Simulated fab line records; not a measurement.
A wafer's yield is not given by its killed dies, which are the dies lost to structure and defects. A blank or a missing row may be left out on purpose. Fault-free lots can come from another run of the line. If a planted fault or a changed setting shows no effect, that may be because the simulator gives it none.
Matching of chambers	flow n5_finfet	N5_MOL_CONTACT_COAG_ALD_27 on ald_sin-01 has 3 sister chambers
The step deposits SiOC, target thk 17 nm, pulse time 1.5 s, time 2720 s. 16 wafers are shown with their chamber, then 7 later ones without.

## EACH WAFER AND ITS CHAMBER
wafer	chamber	heater_power_w (W)	precursor_pulse_height_rel
L075.2	1	696	0.984
L075.3	3	739	0.982
L075.6	0	708	1.005
L076.2	1	711	1.032
L076.5	0	693	1.037
L076.6	3	729	1.002
L077.1	0	709	0.980
L077.2	1	715	0.988
L077.5	1	713	1.014
L080.2	1	689	1.005
L080.3	3	714	0.994
L080.6	0	721	1.027
L082.2	3	742	0.998
L082.3	0	723	1.004
L082.6	0	697	0.953
L089.2	3	737	1.005

SIGNATURES, as means of the wafers listed above
reading	chamber 0	chamber 1	chamber 3	scatter within a chamber
heater_power_w	708.50	704.80	732.20	11.7
precursor_pulse_height_rel	1.00100	1.00460	0.99620	0.0225
Rule: a wafer lies at a distance from a chamber equal to the root of the sum of squares, over the readings, of (its reading less the chamber's mean, divided by the reading's scatter). If the next closest chamber is less than 2 further off than the closest, the wafer can't be placed; otherwise it belongs to the closest. The scatter: take each reading less its chamber's mean, square it, sum over the shown wafers, divide by the number of wafers less the number of chambers, and take the root.

## WAFERS WHOSE CHAMBER IS MISSING
wafer	heater_power_w (W)	precursor_pulse_height_rel
L089.3	721	1.006
L089.6	711	1.004
L095.2	715	1.004
L095.3	748	1.017
L095.5	709	1.016
L096.1	719	0.983
L096.2	696	1.021

## CHAMBER TAKEN BY EACH
wafer	from the rows above	in truth
L089.3	can't be placed: 3 or 0 or 1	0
L089.6	can't be placed: 0 or 1 or 3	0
L095.2	can't be placed: 0 or 1 or 3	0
L095.3	can't be placed: 3 or 0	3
L095.5	can't be placed: 1 or 0 or 3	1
L096.1	can't be placed: 0 or 3 or 1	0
L096.2	can't be placed: 1 or 0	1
Placed correctly: 0 of 7. Unplaceable from these rows: 7, with the true chamber sitting among the candidates in 7. Placed wrongly: 0.
